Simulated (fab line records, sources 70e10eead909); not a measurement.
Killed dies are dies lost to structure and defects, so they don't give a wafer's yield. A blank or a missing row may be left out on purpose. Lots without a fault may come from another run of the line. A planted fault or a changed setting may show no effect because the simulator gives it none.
fab line records | flow nand_harc
record lots=13 wafers=39 last_day=34
route steps=1302 shown A_CONTACT@1082
lots that met no fault: from a run of the same line without faults
start_h: hours from the record's first day to the start of the lot's first wafer shown | wait_h: hours since the lot's step before | " the same as in the row above | L1.1+2: a row that stands for several wafers | - no value, or no start given | * or withheld: withheld | < > ~ a bound
route shown NAME@n: a module of which the file shows steps, and the number in the route of the first | usual: mean/standard deviation of fault-free wafers | same: alike in all rows | chamber/n: place in a boat | sites: the reading at each site | _std_site: their standard deviation | _edge_site: outer sites' mean less inner sites' | radius_mm: how far each site lies from the wafer's centre | mask NAME#n: copy n | behind: the tool/chamber that last shaped the wafer | hold: why the lot was held/for how many hours/how that ended | device: the transistor (n, p or np) that didn't switch | end of line: the same wafers' tests at the end of the route | a step without rows: its recipe alone | killed: dies lost to structure and defects at the first sort, not the wafer's yield | map: a wafer's dies, x killed, . not, _ none there
set.NAME: the setting as run; set.NAME@STEP: as run at that earlier step | model.NAME: the simulator's own value behind a step, which no gauge read
steps of the route over a sample of lots; a table a step, a row a wafer
services: from which hour (start_h, from the record's first day; less than 0 if before it) a tool's chamber was out of use, for how many hours, and why
## steps
# step NHARC_A_CONTACT_ETCH_88
# recipe target_depth_a=390 over_etch_frac=0.3 time_s=65 ion_energy_ev=80 cf4_flow_sccm=150 ar_flow_sccm=0 rf_w=300 bias_w=100 chemistry=CF4
# usual drypump_motor_current_A=5.7/0.53 oes_product_au=1.000/0.0072 rf_vpp_V=151.3/1.5 run_length_s=86.40/0.29 showerhead_plenum_p_Torr=1.77/0.096 throttle_valve_pct=13.283/0.0094
# columns lot.wafer tool chamber start_h wait_h drypump_motor_current_A oes_product_au rf_hours_counter_h rf_vpp_V run_length_s showerhead_plenum_p_Torr throttle_valve_pct
L760.3 rie_diel-08 2 514.21 0.1 5.2 1.010 39 149.6 86.51 1.68 13.291
L760.1 " 3 " " 5.2 1.001 43 150.9 86.53 1.76 13.279
L760.5 " 0 " " 5.4 1.000 - 150.3 86.88 1.67 13.277
L762.1 rie_diel-08 1 540.93 0.1 6.0 1.006 56 154.3 86.15 1.89 13.300
L762.4 " 2 " " 5.2 1.015 48 150.6 86.32 1.68 13.291
L762.5 " 0 " " 5.4 0.988 - 149.5 86.70 1.67 13.274
L765.1 rie_diel-08 0 566.93 0.1 5.4 0.979 2 148.0 86.45 1.67 13.286
L765.2 " 1 " " 6.0 0.997 2 151.6 86.16 1.89 13.290
L765.6 " 0 " " 5.4 0.989 - 149.4 86.78 1.67 13.292
L766.3 rie_diel-08 0 580.33 0.1 5.4 0.989 6 149.2 86.25 1.67 13.272
L766.6 " 3 " " 5.2 0.997 - 150.1 87.44 1.76 13.292
L766.5 " 0 " " 5.4 0.994 - 149.4 86.68 1.67 13.268
L769.1 rie_diel-04 1 599.92 0.1 4.8 1.008 21 153.2 86.24 1.87 13.283
L769.5 " 0 " " 5.7 1.015 - 150.6 86.01 1.70 13.279
L769.6 " 1 " " 4.8 1.009 - 153.4 86.03 1.87 13.285
L768.2 rie_diel-08 0 603.10 0.1 5.4 1.000 10 149.2 86.75 1.67 13.296
L768.3 " 2 " " 5.3 1.002 14 150.2 86.27 1.67 13.296
L768.1 " 3 " " 5.2 0.992 12 150.9 86.79 1.75 13.277
L771.4 rie_diel-08 1 605.50 0.1 6.0 0.998 14 151.7 86.19 1.89 13.288
L771.2 " 2 " " 5.3 0.991 15 149.9 86.55 1.67 13.278
L771.6 " 0 " " 5.4 0.994 - 149.4 86.45 1.67 13.285
L770.3 rie_diel-03 1 609.23 0.1 6.7 1.003 25 149.9 86.50 1.67 13.273
L770.6 " 3 " " 6.2 1.013 - 150.1 86.05 1.75 13.269
L770.4 " 0 " " 5.1 1.016 - 154.7 86.58 1.90 13.286
L772.4 rie_diel-08 3 642.60 0.1 5.2 1.007 28 150.0 86.60 1.75 13.283
L772.2 " 0 " " 5.4 0.995 25 149.9 86.30 1.67 13.291
L772.1 " 1 " " 6.1 1.005 27 153.0 86.53 1.88 13.281
L774.1 rie_diel-04 3 657.19 0.1 5.9 1.000 36 152.0 86.59 1.88 13.297
L774.5 " 1 " " 4.8 0.997 - 154.0 86.69 1.86 13.269
L774.6 " 2 " " 5.5 0.993 - 151.0 86.18 1.72 13.286
L776.4 rie_diel-03 0 664.71 0.1 5.1 1.001 4 153.1 86.32 1.90 13.294
L776.2 " 1 " " 6.7 0.997 4 149.5 86.12 1.67 13.287
L776.6 " 0 " " 5.1 1.007 - 151.7 86.72 1.90 13.282
L782.1 rie_diel-08 1 735.78 0.1 6.0 1.004 1 152.1 86.12 1.88 13.280
L782.2 " 3 " " 5.2 0.992 1 151.0 86.79 1.74 13.284
L782.5 " 0 " " 5.4 0.998 - 149.9 86.37 1.66 13.278
L783.4 rie_diel-03 0 754.87 0.1 5.1 0.996 15 152.4 86.19 1.90 13.298
L783.2 " 2 " " 6.0 1.009 18 153.2 86.71 1.90 13.271
L783.6 " 1 " " 6.7 0.995 - 151.5 86.08 1.66 13.272
# step NHARC_A_CONTACT_ETCH_31
# recipe target_depth_a=28000 over_etch_frac=0.3 time_s=728 ion_energy_ev=150 o2_flow_sccm=400 cos_flow_sccm=20 ar_flow_sccm=0 rf_w=500 bias_w=300 chemistry=O2/COS
# usual drypump_motor_current_A=5.7/0.51 oes_product_au=1.000/0.008 rf_vpp_V=314.2/2.6 run_length_s=749.5/0.33 showerhead_plenum_p_Torr=3.13/0.17 throttle_valve_pct=28.330/0.0091
# columns lot.wafer tool chamber start_h wait_h drypump_motor_current_A oes_product_au rf_hours_counter_h rf_vpp_V run_length_s showerhead_plenum_p_Torr throttle_valve_pct
L760.1 rie_diel-08 0 - - 5.4 0.992 44 311.3 750.0 2.95 28.334
L760.3 " 1 " " 6.0 1.000 47 317.7 749.2 3.35 28.317
L760.5 " 1 " " 6.0 1.004 - 317.4 749.3 3.35 28.333
L762.1 rie_diel-08 2 - - 5.2 0.995 49 311.9 749.7 2.96 28.328
L762.4 " 0 " " 5.4 0.987 52 312.5 749.4 2.95 28.338
L762.5 " 2 " " 5.2 1.006 - 312.7 749.3 2.96 28.354
L765.1 rie_diel-08 3 - - 5.2 0.994 3 315.2 749.6 3.10 28.325
L765.2 " 2 " " 5.2 1.010 3 312.0 749.1 2.96 28.320
L765.6 " 3 " " 5.2 0.995 - 313.8 749.8 3.10 28.321
L766.3 rie_diel-08 0 - - 5.4 0.984 6 311.5 750.2 2.95 28.341
L766.5 " 3 " " 5.2 0.998 - 313.6 749.8 3.10 28.324
L766.6 " 0 " " 5.4 0.985 - 310.9 749.3 2.95 28.348
L769.1 rie_diel-04 3 - - 5.9 1.013 19 317.7 749.4 3.33 28.325
L769.5 " 3 " " 5.9 1.020 - 315.7 749.7 3.33 28.329
L769.6 " 0 " " 5.7 1.022 - 312.6 749.2 3.00 28.325
L768.1 rie_diel-08 1 - - 6.0 1.009 13 316.2 749.1 3.34 28.325
L768.2 " 3 " " 5.2 1.001 13 314.4 749.5 3.10 28.324
L768.3 " 0 " " 5.4 0.995 11 311.6 749.6 2.94 28.324
L771.2 rie_diel-08 3 - - 5.2 0.988 13 315.5 750.1 3.10 28.331
L771.4 " 2 " " 5.2 0.995 15 312.6 749.9 2.95 28.330
L771.6 " 0 " " 5.4 0.983 - 312.7 749.3 2.94 28.320
L770.3 rie_diel-03 0 - - 5.1 1.005 25 318.1 749.3 3.36 28.338
L770.6 " 1 " " 6.7 1.001 - 312.2 749.7 2.94 28.317
L770.4 " 0 " " 5.1 0.997 - 316.7 749.1 3.36 28.331
L772.2 rie_diel-08 0 - - 5.4 0.985 25 310.9 749.5 2.94 28.334
L772.4 " 1 " " 6.0 1.012 28 318.0 749.8 3.33 28.314
L772.1 " 2 " " 5.2 0.993 30 311.6 749.1 2.94 28.322
L774.1 rie_diel-04 3 - - 5.8 0.998 37 317.2 750.0 3.33 28.333
L774.6 " 2 " " 5.5 0.990 - 312.8 749.1 3.04 28.322
L774.5 " 3 " " 5.9 0.995 - 318.8 749.3 3.33 28.336
L776.4 rie_diel-03 3 - - 6.2 0.989 3 313.6 749.0 3.09 28.347
L776.2 " 0 " " 5.1 1.001 4 316.6 749.3 3.36 28.323
L776.6 " 2 " " 6.0 0.988 - 318.9 750.1 3.37 28.334
L782.2 rie_diel-08 2 - - 5.3 0.999 2 311.0 749.2 2.93 28.326
L782.1 " 0 " " 5.4 0.996 1 312.6 749.9 2.92 28.321
L782.5 " 3 " " 5.2 0.985 - 313.2 750.3 3.08 28.323
L783.4 rie_diel-03 3 - - 6.2 0.989 16 312.7 749.1 3.09 28.327
L783.2 " 0 " " 5.1 1.014 15 318.5 749.4 3.35 28.340
L783.6 " 2 " " 6.1 1.000 - 317.0 749.4 3.36 28.323
# step NHARC_A_CONTACT_ETCH_135
# recipe source_w=withheld pressure_mtorr=20 bias_v=1200 time_s=311 target_depth_a=19120 ar_flow_sccm=withheld c4f8_flow_sccm=withheld o2_flow_sccm=withheld chemistry=C4F8/O2/Ar
# usual run_length_s=311/0
# columns lot.wafer tool chamber start_h wait_h rf_hours_counter_h run_length_s
L760.1 har_cap_etch-01 0 515.95 0.2 0 311
L760.3 " 1 " " - 311
L760.5 " 1 " " - 311
L762.1 har_cap_etch-02 1 542.24 0.2 89 311
L762.4 " 0 " " - 311
L762.5 " 0 " " - 311
L765.2 har_cap_etch-01 1 568.18 0.2 10 311
L765.1 " 0 " " 10 311
L765.6 " 0 " " - 311
L766.3 har_cap_etch-03 0 581.65 0.2 - 311
L766.6 " 0 " " - 311
L766.5 " 1 " " - 311
L769.1 har_cap_etch-01 0 601.20 0.2 16 311
L769.5 " 1 " " - 311
L769.6 " 0 " " - 311
L768.1 har_cap_etch-02 0 604.39 0.2 103 311
L768.2 " 1 " " 103 311
L768.3 " 1 " " - 311
L771.2 har_cap_etch-01 1 606.77 0.2 18 311
L771.4 " 1 " " - 311
L771.6 " 0 " " - 311
L770.4 har_cap_etch-03 1 610.72 0.2 - 311
L770.3 " 0 " " - 311
L770.6 " 0 " " - 311
L772.1 har_cap_etch-03 1 643.85 0.2 67 311
L772.2 " 0 " " 67 311
L772.4 " 1 " " - 311
L774.1 har_cap_etch-01 0 658.50 0.2 25 311
L774.6 " 0 " " - 311
L774.5 " 1 " " - 311
L776.2 har_cap_etch-03 1 665.95 0.2 72 311
L776.4 " 0 " " - 311
L776.6 " 0 " " - 311
L782.2 har_cap_etch-01 0 737.01 0.2 37 311
L782.1 " 1 " " 37 311
L782.5 " 1 " " - 311
L783.2 har_cap_etch-01 0 756.12 0.2 39 311
L783.4 " 0 " " - 311
L783.6 " 1 " " - 311
# step NHARC_A_CONTACT_ETCH_98
# recipe target_depth_a=200 over_etch_frac=0.5 time_s=10 ion_energy_ev=250 c4f6_flow_sccm=25 o2_flow_sccm=20 ar_flow_sccm=500 rf_w=600 bias_w=500 chemistry=C4F6/O2
# usual drypump_motor_current_A=5.8/0.57 oes_product_au=0.959/0.025 rf_vpp_V=547/4.5 run_length_s=31.13/0.27 showerhead_plenum_p_Torr=3.92/0.22 throttle_valve_pct=26.902/0.0085
# columns lot.wafer tool chamber start_h wait_h drypump_motor_current_A oes_product_au rf_hours_counter_h rf_vpp_V run_length_s showerhead_plenum_p_Torr throttle_valve_pct
L760.3 rie_diel-03 2 517.69 - 6.0 0.945 7 541 31.72 3.65 26.904
L760.1 " 0 " " 5.1 0.939 9 553 30.87 4.22 26.908
L760.5 " 3 " " 6.2 0.943 - 547 30.81 3.90 26.901
L762.1 rie_diel-04 0 544.11 - 5.7 1.020 0 545 30.97 3.79 26.883
L762.4 " 1 " " 4.8 1.000 0 551 31.16 4.15 26.912
L762.5 " 3 " " 5.8 1.001 - 552 31.12 4.19 26.894
L765.2 rie_diel-03 3 569.96 - 6.2 0.958 16 547 31.23 3.90 26.905
L765.1 " 2 " " 6.1 0.956 17 543 31.56 3.64 26.887
L765.6 " 0 " " 5.1 0.943 - 553 31.23 4.21 26.898
L766.3 rie_diel-03 3 583.38 - 6.2 1.000 18 547 31.22 3.90 26.900
L766.6 " 3 " " 6.2 0.997 - 548 31.03 3.90 26.923
L766.5 " 0 " " 5.1 0.998 - 553 30.90 4.21 26.901
L769.1 rie_diel-03 2 602.94 - 6.1 0.954 23 542 31.55 3.64 26.897
L769.6 " 1 " " 6.7 0.957 - 542 30.78 3.70 26.900
L769.5 " 2 " " 6.0 0.942 - 541 31.91 3.64 26.907
L768.1 rie_diel-03 0 606.43 - 5.1 1.001 25 553 31.05 4.21 26.904
L768.3 " 1 " " 6.6 0.990 25 542 31.15 3.70 26.904
L768.2 " 3 " " 6.3 0.999 22 547 31.12 3.89 26.905
L771.2 rie_diel-03 3 608.58 0.1 6.2 0.950 22 547 31.07 3.89 26.886
L771.4 " 1 " " 6.7 0.950 - 543 31.62 3.70 26.897
L771.6 " 3 " " 6.2 0.953 - 546 30.72 3.89 26.918
L770.3 rie_diel-03 1 612.44 0.1 6.7 0.977 26 542 30.94 3.70 26.901
L770.6 " 0 " " 5.1 0.977 - 553 31.22 4.21 26.904
L770.4 " 1 " " 6.7 0.984 - 541 31.36 3.70 26.899
L772.1 rie_diel-03 0 645.62 - 5.1 0.999 0 554 31.13 4.21 26.894
L772.4 " 1 " " 6.7 1.007 0 543 31.39 3.70 26.891
L772.2 " 3 " " 6.2 1.007 0 547 30.84 3.89 26.906
L774.1 rie_diel-08 0 660.37 - 5.4 0.948 33 543 31.14 3.69 26.896
L774.6 " 0 " " 5.4 0.936 - 543 31.39 3.69 26.912
L774.5 " 1 " " 6.0 0.956 - 553 30.90 4.17 26.918
L776.2 rie_diel-03 3 667.73 - 6.2 0.948 4 546 27.10 3.89 26.904
L776.4 " 0 " " 5.1 0.947 4 553 31.53 4.21 26.893
L776.6 " 2 " " 6.1 0.952 - 553 31.26 4.22 26.912
L782.2 rie_diel-04 2 738.81 - 5.6 0.994 7 544 30.66 3.81 26.904
L782.1 " 1 " " 4.8 0.998 9 550 30.85 4.11 26.903
L782.5 " 3 " " 5.9 0.988 - 552 31.13 4.15 26.906
L783.2 rie_diel-04 0 757.90 - 5.7 0.953 18 543 31.05 3.75 26.895
L783.4 " 2 " " 5.6 0.931 15 544 30.81 3.81 26.898
L783.6 " 3 " " 5.9 0.949 - 550 31.15 4.15 26.887
## services
# columns tool chamber start_h hours kind
har_cap_etch-01 - 497.53 17.0 pm
rie_diel-08 0 499.93 - clean
rie_diel-08 1 499.93 - clean
rie_diel-08 2 499.93 - clean
rie_diel-08 3 499.93 - clean
rie_diel-08 0 524.56 - clean
rie_diel-08 1 524.56 - clean
rie_diel-08 2 524.56 - clean
rie_diel-08 3 524.56 - clean
rie_diel-04 - 534.07 9.0 pm
rie_diel-08 - 544.83 9.0 pm
rie_diel-08 0 544.83 9.0 vent_cycle
rie_diel-08 1 544.83 9.0 vent_cycle
rie_diel-08 2 544.83 9.0 vent_cycle
har_cap_etch-01 - 599.25 1.1 repair
rie_diel-03 2 608.39 14.6 repair
rie_diel-04 - 631.84 2.2 repair
rie_diel-03 - 635.52 9.0 pm
rie_diel-08 3 694.65 5.5 repair
rie_diel-04 - 704.29 1.0 repair
rie_diel-04 - 711.07 9.0 pm
har_cap_etch-01 - 718.74 0.5 repair
rie_diel-08 - 721.83 9.0 pm
har_cap_etch-02 - 754.00 17.0 pm
## key
first_sign step=NHARC_A_CONTACT_ETCH_98 reading=run_length_s direction=down sigmas=15 usual=* struck=*
effect none on later readings
met_at NHARC_A_CONTACT_ETCH_98
struck_lots L776
struck_wafers L776.2
later_rows_left_out L776.2
sort_left_out L776.2
tester_left_out L776
not_acting_at NHARC_A_CONTACT_ETCH_88,NHARC_A_CONTACT_ETCH_31,NHARC_A_CONTACT_ETCH_135
onset_between 645.62 667.73
fault kind=process_parameter_drift tool=rie_diel-03 chamber=3 onset_h=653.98 steps=NHARC_A_CONTACT_ETCH_98 channel=time_s offset=* shape=step end_h=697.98 acts_in=* stated=*
# tester_left_out: of these lots the tester's yield and bins aren't shown, on N5 and GAA mostly nor the transistor test; their killed dies are dies lost to structure and defects alone, not to doping, threshold or leakage, so they don't give the yield
# sort_left_out: the simulated sort isn't trusted on such a fault, so these wafers' sort isn't shown, and their yield isn't known
# later_rows_left_out: the simulator's readings of these wafers behind a module that went badly wrong aren't trusted and aren't shown, but for the sort
